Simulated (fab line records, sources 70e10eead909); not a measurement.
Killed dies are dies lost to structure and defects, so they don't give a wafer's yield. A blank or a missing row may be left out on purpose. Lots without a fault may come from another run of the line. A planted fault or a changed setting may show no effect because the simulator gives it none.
fab line records | flow nand_harc
record lots=7 wafers=21 last_day=33
route steps=1302 shown P_M2@349 P_BONDPAD@351 END@1302
lots that met no fault: from a run of the same line without faults
start_h: hours from the record's first day to the start of the lot's first wafer shown | wait_h: hours since the lot's step before | " the same as in the row above | L1.1+2: a row that stands for several wafers | - no value, or no start given | * or withheld: withheld | < > ~ a bound
route shown NAME@n: a module of which the file shows steps, and the number in the route of the first | usual: mean/standard deviation of fault-free wafers | same: alike in all rows | chamber/n: place in a boat | sites: the reading at each site | _std_site: their standard deviation | _edge_site: outer sites' mean less inner sites' | radius_mm: how far each site lies from the wafer's centre | mask NAME#n: copy n | behind: the tool/chamber that last shaped the wafer | hold: why the lot was held/for how many hours/how that ended | device: the transistor (n, p or np) that didn't switch | end of line: the same wafers' tests at the end of the route | a step without rows: its recipe alone | killed: dies lost to structure and defects at the first sort, not the wafer's yield | map: a wafer's dies, x killed, . not, _ none there
set.NAME: the setting as run; set.NAME@STEP: as run at that earlier step | model.NAME: the simulator's own value behind a step, which no gauge read
lots at some steps of the route; a table a step, a row a wafer
services: from which hour (start_h, from the record's first day; less than 0 if before it) a tool's chamber was out of use, for how many hours, and why
## steps
# step NHARC_P_M2_PRE_CLEAN_32
# recipe time_s=12 temp_c=370 rf_power_w=300 gas=NH3
# usual heater_power_w=658/63 rf_fwd_power_W=292.5/0.95
# columns lot.wafer tool chamber start_h wait_h heater_power_w rf_fwd_power_W
L999.2 pecvd-04 2 132.48 0.1 743 294.5
L999.1 " 1 " " 692 292.9
L999.4 " 1 " " 694 292.2
L104.1 pecvd-04 2 185.29 0.1 748 292.4
L104.6 " 0 " " 552 293.3
L104.5 " 2 " " 761 292.3
L103.3 pecvd-01 1 186.10 0.1 651 293.7
L103.2 " 2 " " 625 292.0
L103.5 " 0 " " 608 292.6
L105.4 pecvd-04 2 204.77 0.1 727 292.1
L105.3 " 0 " " 562 292.1
L105.5 " 0 " " 563 291.3
L110.1 pecvd-01 0 254.11 0.1 513 293.2
L110.2 " 1 " " 698 295.6
L110.6 " 0 " " 514 292.8
L114.3 pecvd-02 2 291.76 0.1 691 292.8
L114.6 " 1 " " 661 291.7
L114.4 " 2 " " 710 293.3
L119.2 pecvd-01 1 334.85 0.1 628 291.5
L119.4 " 0 " " 556 293.5
L119.5 " 0 " " 551 291.9
# step NHARC_P_M2_DEP_33
# recipe target_thk_a=300 temp_c=370 target_thk_nm=30 pressure_torr=3 flow_sccm=200 rf_w=450 material=SiCN
# usual heater_power_w=604/72 rf_fwd_power_W=448.8/1.5
# columns lot.wafer tool chamber start_h wait_h heater_power_w rf_fwd_power_W
L999.2 pecvd-04 2 132.55 0.1 683 447.0
L999.1 " 1 " " 654 447.7
L999.4 " 1 " " 642 445.9
L104.1 pecvd-04 2 185.43 0.1 621 450.0
L104.6 " 0 " " 514 450.2
L104.5 " 2 " " 618 449.8
L103.3 pecvd-01 1 186.21 0.1 654 447.5
L103.2 " 2 " " 511 445.9
L103.5 " 0 " " 467 445.8
L105.4 pecvd-04 2 204.97 0.2 622 448.3
L105.3 " 0 " " 611 450.4
L105.5 " 0 " " 611 449.3
L110.1 pecvd-01 0 254.22 0.1 570 448.6
L110.2 " 1 " " 552 448.4
L110.6 " 0 " " 562 448.8
L114.3 pecvd-02 2 291.90 0.1 735 450.3
L114.6 " 1 " " 537 448.1
L114.4 " 2 " " 749 449.0
L119.2 pecvd-01 1 335.01 0.1 553 448.8
L119.4 " 0 " " 467 449.9
L119.5 " 0 " " 471 449.0
# step NHARC_P_BONDPAD_DEP_00
# recipe target_thk_a=2500 temp_c=370 target_thk_nm=250 pressure_torr=3 flow_sccm=200 rf_w=450 material=SiCN
# usual heater_power_w=617/71 rf_fwd_power_W=449.0/1.3
# columns lot.wafer tool chamber start_h wait_h heater_power_w rf_fwd_power_W
L999.2 pecvd-01 0 132.97 - 588 447.8
L999.1 " 1 " " 572 450.3
L999.4 " 1 " " 595 450.8
L104.1 pecvd-02 0 185.80 - 748 448.9
L104.6 " 0 " " 743 445.9
L104.5 " 1 " " 598 450.4
L103.2 pecvd-02 2 186.58 - 738 450.7
L103.3 " 1 " " 537 447.2
L103.5 " 1 " " 555 448.9
L105.3 pecvd-04 0 205.40 0.3 593 446.8
L105.5 " 0 " " 585 450.6
L105.4 " 1 " " 611 449.4
L110.1 pecvd-01 0 - - 558 447.1
L110.2 " 2 " " 558 451.3
L110.6 " 2 " " 565 448.4
L114.3 pecvd-04 0 292.32 - 539 448.6
L114.4 " 1 " " 641 451.3
L114.6 " 2 " " 566 449.0
L119.2 pecvd-01 0 335.54 0.5 586 450.4
L119.4 " 1 " " 679 450.3
L119.5 " 1 " " 546 447.3
# step NHARC_P_BONDPAD_CMP_32
# recipe target_thk_nm=200 material=SiCN
# usual motor_current_A=12.2/1.2 slurry_filter_dp_kPa=13.49/0.13
# columns lot.wafer tool chamber start_h wait_h motor_current_A slurry_filter_dp_kPa
L999.1 cmp-01 3 133.38 - 12.3 13.66
L999.4 " 0 " " 13.8 13.63
L999.2 " 1 " " 10.7 13.39
L104.1 cmp-03 1 186.24 - 11.9 13.35
L104.5 " 2 " " 14.6 13.55
L104.6 " 3 " " 11.9 13.58
L103.3 cmp-01 3 187.04 - 13.0 13.59
L103.2 " 0 " " 14.3 13.37
L103.5 " 1 " " 11.4 13.46
L105.3 cmp-01 0 205.79 - 13.3 13.46
L105.4 " 1 " " 10.6 13.46
L105.5 " 3 " " 13.3 13.42
L110.2 cmp-02 3 255.00 - 11.7 13.34
L110.1 " 0 " " 9.9 13.47
L110.6 " 2 " " 12.4 13.75
L114.3 cmp-03 0 292.66 - 12.6 13.56
L114.4 " 1 " " 11.8 13.43
L114.6 " 0 " " 12.7 13.62
L119.2 cmp-01 3 336.07 0.5 13.4 13.39
L119.4 " 0 " " 14.6 13.51
L119.5 " 2 " " 12.6 13.53
# step NHARC_P_BONDPAD_THK_MEAS_33
# recipe thk_meas_gauge=ellipsometry
# usual thk_nm=199.7/1.6
# columns lot.wafer tool chamber start_h wait_h thk_nm
L999.1 film_metro-01 - 133.63 0.2 203.8
L999.2 " - " " 197.8
L999.4 " - " " 200.0
L104.1 film_metro-01 - 186.41 0.1 199.6
L104.5 " - " " 200.3
L104.6 " - " " 201.4
L103.2 film_metro-01 - 187.23 0.2 200.1
L103.3 " - " " 200.8
L103.5 " - " " 198.3
L105.3 film_metro-02 - 206.02 0.2 199.9
L105.4 " - " " 196.9
L105.5 " - " " 200.2
L110.1 film_metro-02 - 255.23 0.2 199.8
L110.2 " - " " 200.3
L110.6 " - " " 200.1
L114.3 film_metro-02 - 292.89 0.2 199.1
L114.4 " - " " 196.3
L114.6 " - " " 198.4
L119.2 film_metro-02 - 336.27 0.2 202.2
L119.4 " - " " 200.3
L119.5 " - " " 199.7
# step NHARC_P_BONDPAD_SRD_34
# step NHARC_P_BONDPAD_DEHYDRATE_01
# recipe temp_c=150 time_s=120
# step NHARC_P_BONDPAD_HMDS_02
# recipe time_s=30
# step NHARC_P_BONDPAD_COAT_36
# recipe temp_c=200 time_s=65
# step NHARC_P_BONDPAD_COAT_03
# recipe spin_rpm=2000 resist_thk_nm=600
# step NHARC_P_BONDPAD_SOFTBAKE_04
# recipe temp_c=125 time_s=70
# step NHARC_P_BONDPAD_EBR_05
# step NHARC_P_BONDPAD_EXPOSE_06
# recipe na=0.55 dose_mj=37.06 mask_id=P_BPAD
# usual exposure_dose_mJ_cm2=37.03/0.04
# columns lot.wafer tool chamber start_h wait_h mask exposure_dose_mJ_cm2
L999.1 krf_scanner-02 0 134.04 - P_BPAD#0 37.00
L999.2 " 0 " " P_BPAD#0 37.04
L999.4 " 0 " " P_BPAD#0 37.05
L104.1 krf_scanner-02 0 186.82 - P_BPAD#0 36.95
L104.5 " 0 " " P_BPAD#0 36.98
L104.6 " 0 " " P_BPAD#0 36.92
L103.2 krf_scanner-02 0 187.53 - P_BPAD#0 47.09
L103.3 " 0 " " P_BPAD#0 47.08
L103.5 " 0 " " P_BPAD#0 47.05
L105.3 krf_scanner-02 0 206.44 - P_BPAD#0 45.05
L105.4 " 0 " " P_BPAD#0 45.10
L105.5 " 0 " " P_BPAD#0 45.07
L110.1 krf_scanner-02 0 255.64 - P_BPAD#0 43.46
L110.2 " 0 " " P_BPAD#0 43.49
L110.6 " 0 " " P_BPAD#0 43.47
L114.3 krf_scanner-01 0 293.19 - P_BPAD#0 37.02
L114.4 " 0 " " P_BPAD#0 37.02
L114.6 " 0 " " P_BPAD#0 37.02
L119.2 krf_scanner-03 0 336.68 - P_BPAD#0 37.04
L119.4 " 0 " " P_BPAD#0 37.10
L119.5 " 0 " " P_BPAD#0 37.11
# step NHARC_P_BONDPAD_PEB_07
# recipe peb_temp_c=128 peb_time_s=80
# step NHARC_P_BONDPAD_DEVELOP_08
# recipe time_s=50 dev_temp_c=22
# step NHARC_P_BONDPAD_CD_MEAS_09
# recipe target_cd_nm=500 landing_energy_ev=500
# usual cd_nm=500.0/1.6
# columns lot.wafer tool chamber start_h wait_h cd_nm
L999.1 cd_sem-02 0 134.19 - 501.0
L999.2 " 0 " " 501.4
L999.4 " 0 " " 501.3
L104.1 cd_sem-03 0 186.98 - 500.9
L104.5 " 0 " " 500.5
L104.6 " 0 " " 500.2
L103.2 cd_sem-01 0 187.68 - 510.1
L103.3 " 0 " " 510.8
L103.5 " 0 " " 509.9
L105.3 cd_sem-03 0 206.58 - 506.1
L105.4 " 0 " " 507.2
L105.5 " 0 " " 508.6
L110.1 cd_sem-03 0 255.79 - 505.8
L110.2 " 0 " " 506.0
L110.6 " 0 " " 505.7
L114.3 cd_sem-01 0 293.33 - 500.0
L114.4 " 0 " " 497.7
L114.6 " 0 " " 500.5
L119.2 cd_sem-03 0 336.83 - 501.8
L119.4 " 0 " " 499.1
L119.5 " 0 " " 502.1
# step NHARC_P_BONDPAD_OVL_MEAS_38
# usual overlay_x_nm=-1/7 overlay_y_nm=1/5.3
# columns lot.wafer tool chamber start_h wait_h overlay_x_nm overlay_y_nm
L999.1 overlay-02 - 134.28 - -9 -1
L999.2 " - " " -9 -1
L999.4 " - " " -9 -1
L104.1 overlay-02 - 187.06 - -11 -1
L104.5 " - " " -10 -1
L104.6 " - " " -11 -1
L103.2 overlay-02 - 187.76 - 12 -1
L103.3 " - " " 11 -2
L103.5 " - " " 11 -2
L105.3 overlay-01 - 206.68 - -1 -2
L105.4 " - " " -2 -1
L105.5 " - " " -1 -1
L110.1 overlay-01 - 255.88 - -4 9
L110.2 " - " " -4 9
L110.6 " - " " -4 10
L114.3 overlay-02 - 293.42 - 7 -7
L114.4 " - " " 7 -7
L114.6 " - " " 6 -8
L119.2 overlay-01 - 336.92 - 0 1
L119.4 " - " " 0 2
L119.5 " - " " 1 2
# step NHARC_END_SORT_01
# recipe temp_c=25
# usual defect_limited_yield=92.3/2.2 killed_at_array=47/14 killed_at_other=0.5/0.72 killed_at_periphery=4/3.1 killed_dies=52/15 killed_open=3.2/1.9 killed_short=2.4/1.7 sort_bin_2_pct=2.7/1.1 sort_bin_3_pct=0.6/0.34 sort_bin_4_pct=4.4/1.3 sort_n_pass=625/15 sort_rim_yield_pct=90/4.3 sort_yield_pct=92.3/2.2
# same gross_dies=677 sort_bin_5_pct[%]=0 sort_bin_6_pct[%]=0 sort_bin_7_pct[%]=0 sort_bin_8_pct[%]=0 sort_rim_n_gross=106.00
# columns lot.wafer tool chamber start_h wait_h defect_limited_yield[%] killed_at_array killed_at_other killed_at_periphery killed_dies killed_open killed_short sort_bin_2_pct[%] sort_bin_3_pct[%] sort_bin_4_pct[%] sort_n_pass sort_rim_yield_pct[%] sort_yield_pct[%]
L999.1 prober-01 0 554.78 2.5 89.8 65 1 3 69 2 3 4.0 1.2 5.0 608 94 89.8
L999.2 prober-01 0 555.58 2.8 91.7 52 0 4 56 6 3 2.7 0.6 5.0 621 83 91.7
L999.4 prober-01 0 557.19 3.4 91.9 54 0 1 55 0 1 2.8 1.0 4.3 622 93 91.9
L104.1 prober-02 0 620.62 2.5 90.7 60 1 2 63 5 3 3.1 0.3 5.9 614 92 90.7
L104.5 prober-02 0 623.82 3.7 91.0 56 0 5 61 4 0 2.7 0.3 6.1 616 96 91.0
L104.6 prober-02 0 624.62 4.0 93.4 38 1 6 45 2 2 1.8 0.4 4.4 632 92 93.4
L103.2 prober-01 0 621.37 2.8 89.1 68 3 3 74 4 9 4.3 1.0 5.6 603 91 89.1
L103.3 prober-01 0 622.17 3.1 88.5 73 2 3 78 3 1 4.4 1.3 5.8 599 92 88.5
L103.5 prober-01 0 623.76 3.7 88.0 77 2 2 81 3 4 5.0 0.9 6.1 596 89 88.0
L105.3 prober-01 0 744.64 3.1 91.4 56 0 2 58 3 1 1.5 0.6 6.5 619 85 91.4
L105.4 prober-01 0 745.46 3.4 92.8 49 0 0 49 0 2 2.4 1.0 3.8 628 93 92.8
L105.5 prober-01 0 746.28 3.8 91.7 54 0 2 56 7 0 3.1 0.3 4.9 621 86 91.7
L110.1 prober-02 0 753.34 2.5 91.9 55 0 0 55 4 5 3.2 0.7 4.1 622 82 91.9
L110.2 prober-02 0 754.13 2.8 94.1 40 0 0 40 1 1 1.9 0.3 3.7 637 89 94.1
L110.6 prober-02 0 757.29 3.9 91.4 55 1 2 58 5 3 3.2 0.6 4.7 619 83 91.4
# killed by level:class
L999.1 A_CHANNEL_HOLE_D2:chamber_film_flake=33 A_SLIT:chamber_film_flake=22 A_BLC:chamber_film_flake=2 P_M0:geometric_particle:short=1 A_SOURCE_PLATE:geometric_particle:short=1 A_ONON_D1:geometric_particle:open=1 A_CHANNEL_FILL_D1:geometric_particle:short=1 A_STAIRCASE:chamber_film_flake=1
L999.2 A_CHANNEL_HOLE_D2:chamber_film_flake=22 A_SLIT:chamber_film_flake=15 A_CHANNEL_HOLE_D1:chamber_film_flake=3 A_STAIRCASE:chamber_film_flake=3 P_STI:geometric_particle:open=2 A_BLC:geometric_particle:open=2 P_M0:geometric_particle:short=1 A_ONON_D1:geometric_particle:open=1
L999.4 A_CHANNEL_HOLE_D2:chamber_film_flake=26 A_SLIT:chamber_film_flake=24 A_CONTACT:chamber_film_flake=2 A_STAIRCASE:geometric_particle:short=1 P_GATE:chamber_film_flake=1 A_WL_FILL:chamber_film_flake=1
L104.1 A_CHANNEL_HOLE_D2:chamber_film_flake=32 A_CHANNEL_HOLE_D1:chamber_film_flake=5 A_CHANNEL_FILL_D2:chamber_film_flake=5 A_CONTACT:chamber_film_flake=5 A_ZERO_WELL:chamber_film_flake=2 A_SLIT:chamber_film_flake=2 A_ONON_D1:geometric_particle:open=1 A_CHANNEL_FILL_D1:geometric_particle:open=1
L103.2 A_CHANNEL_HOLE_D1:chamber_film_flake=34 A_SLIT:chamber_film_flake=16 A_CONTACT:chamber_film_flake=4 A_CHANNEL_FILL_D2:geometric_particle:short=3 THIN_TSV:chamber_film_flake=3 A_ONON_D2:geometric_particle:short=2 P_M0:geometric_particle:short=1 P_M1:geometric_particle:short=1
L103.3 A_CHANNEL_HOLE_D1:chamber_film_flake=29 A_SLIT:chamber_film_flake=25 A_CHANNEL_HOLE_D2:chamber_film_flake=8 A_M1:chamber_film_flake=4 A_CONTACT:chamber_film_flake=3 P_ZERO_WELL:chamber_film_flake=2 THIN_TSV:chamber_film_flake=2 A_DECK1_JOINT:geometric_particle:open=1
L103.5 A_CHANNEL_HOLE_D1:chamber_film_flake=34 A_SLIT:chamber_film_flake=24 A_CHANNEL_HOLE_D2:chamber_film_flake=8 A_CHANNEL_FILL_D2:geometric_particle:short=2 P_M2:chamber_film_flake=2 A_WL_FILL:chamber_film_flake=2 THIN_TSV:chamber_film_flake=2 A_SOURCE_PLATE:geometric_particle:open=1
L104.5 A_CHANNEL_HOLE_D2:chamber_film_flake=45 A_ONON_D2:geometric_particle:open=2 P_ZERO_WELL:chamber_film_flake=2 P_M2:chamber_film_flake=2 A_STAIRCASE:chamber_film_flake=2 A_SLIT:chamber_film_flake=2 P_CONTACT:geometric_particle:open=1 A_WL_FILL:geometric_particle:open=1
L104.6 A_CHANNEL_HOLE_D2:chamber_film_flake=21 A_CHANNEL_HOLE_D1:chamber_film_flake=4 A_CONTACT:chamber_film_flake=4 P_ZERO_WELL:chamber_film_flake=3 A_CHANNEL_FILL_D2:chamber_film_flake=3 A_STAIRCASE:chamber_film_flake=2 P_CONTACT:geometric_particle:short=1 A_ONON_D2:geometric_particle:open=1
L105.3 A_CHANNEL_HOLE_D1:chamber_film_flake=30 A_CHANNEL_HOLE_D2:chamber_film_flake=14 A_CONTACT:chamber_film_flake=3 A_STAIRCASE:chamber_film_flake=2 A_SLIT:chamber_film_flake=2 P_M0:geometric_particle:short=1 A_SOURCE_PLATE:geometric_particle:open=1 A_BLC:geometric_particle:open=1
L105.4 A_CHANNEL_HOLE_D1:chamber_film_flake=30 A_CHANNEL_HOLE_D2:chamber_film_flake=7 A_WL_FILL:chamber_film_flake=4 A_DECK1_JOINT:geometric_particle:short=2 A_ZERO_WELL:chamber_film_flake=2 A_CONTACT:chamber_film_flake=2 A_DECK1_JOINT:chamber_film_flake=1 A_M1:chamber_film_flake=1
L105.5 A_CHANNEL_HOLE_D1:chamber_film_flake=26 A_WL_FILL:chamber_film_flake=5 A_CHANNEL_HOLE_D2:chamber_film_flake=4 A_STAIRCASE:chamber_film_flake=4 A_CONTACT:chamber_film_flake=4 A_CHANNEL_HOLE_D2:geometric_particle:open=2 A_ZERO_WELL:chamber_film_flake=2 A_M1:chamber_film_flake=2
L110.1 A_SLIT:chamber_film_flake=24 A_CONTACT:chamber_film_flake=7 A_CHANNEL_HOLE_D1:chamber_film_flake=5 A_WL_FILL:chamber_film_flake=5 A_CHANNEL_HOLE_D2:chamber_film_flake=4 A_SOURCE_PLATE:geometric_particle:short=1 A_ONON_D1:geometric_particle:short=1 A_CHANNEL_FILL_D1:geometric_particle:open=1
L110.2 A_SLIT:chamber_film_flake=17 A_CHANNEL_HOLE_D1:chamber_film_flake=8 A_CONTACT:chamber_film_flake=6 A_CHANNEL_HOLE_D2:chamber_film_flake=5 A_STAIRCASE:geometric_particle:short=1 A_WL_FILL:geometric_particle:open=1 A_ZERO_WELL:chamber_film_flake=1 A_STAIRCASE:chamber_film_flake=1
L110.6 A_SLIT:chamber_film_flake=32 A_CHANNEL_HOLE_D1:chamber_film_flake=5 A_CHANNEL_HOLE_D2:chamber_film_flake=4 A_STAIRCASE:chamber_film_flake=2 A_CONTACT:chamber_film_flake=2 A_ONON_D1:geometric_particle:short=1 A_ONON_D1:geometric_particle:open=1 A_CHANNEL_FILL_D1:geometric_particle:open=1
## services
# columns tool chamber start_h hours kind
pecvd-04 - 132.83 0.8 repair
cmp-01 - 134.06 29.9 repair
cmp-03 - 138.15 4.0 pm
pecvd-01 - 138.17 1.3 repair
pecvd-01 - 145.46 1.0 repair
pecvd-01 - 161.98 1.1 repair
krf_scanner-02 - 177.11 0.8 repair
pecvd-01 - 179.22 0.8 repair
cmp-03 - 182.78 0.4 repair
pecvd-04 1 192.13 13.0 repair
pecvd-02 - 203.00 13.0 pm
krf_scanner-02 - 213.13 0.4 repair
pecvd-04 2 223.50 5.2 repair
krf_scanner-02 - 225.42 4.3 repair
krf_scanner-02 - 242.00 4.0 pm
pecvd-04 - 245.23 13.0 pm
cmp-01 - 250.66 1.9 repair
pecvd-02 2 255.07 2.4 repair
cmp-01 - 261.92 4.0 pm
pecvd-01 - 287.00 13.0 pm
krf_scanner-02 - 298.89 2.1 repair
cmp-01 - 309.94 1.3 repair
pecvd-01 2 330.72 13.1 repair
pecvd-02 2 336.57 6.4 repair
## key
first_sign step=NHARC_P_BONDPAD_EXPOSE_06 reading=exposure_dose_mJ_cm2 direction=up sigmas=99+ usual=37.03 struck=45.21
effect step=NHARC_P_BONDPAD_CD_MEAS_09 reading=cd_nm direction=up sigmas=4.9 usual=500.0 struck=507.8 through=control_loop
met_at NHARC_P_BONDPAD_EXPOSE_06
struck_wafers L103.2,L103.3,L103.5,L105.3,L105.4,L105.5,L110.1,L110.2,L110.6
loop_trim step=NHARC_P_BONDPAD_EXPOSE_06 setting=dose lots=L105,L110
onset_between 186.82 187.53
fault kind=process_parameter_drift tool=krf_scanner-02 chamber=- onset_h=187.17 steps=NHARC_P_BONDPAD_EXPOSE_06 channel=dose_mj offset=10.084 shape=step acts_in=these_recipes_only stated=37.06
# loop_trim: a control loop set the setting to another value than it would have without faults
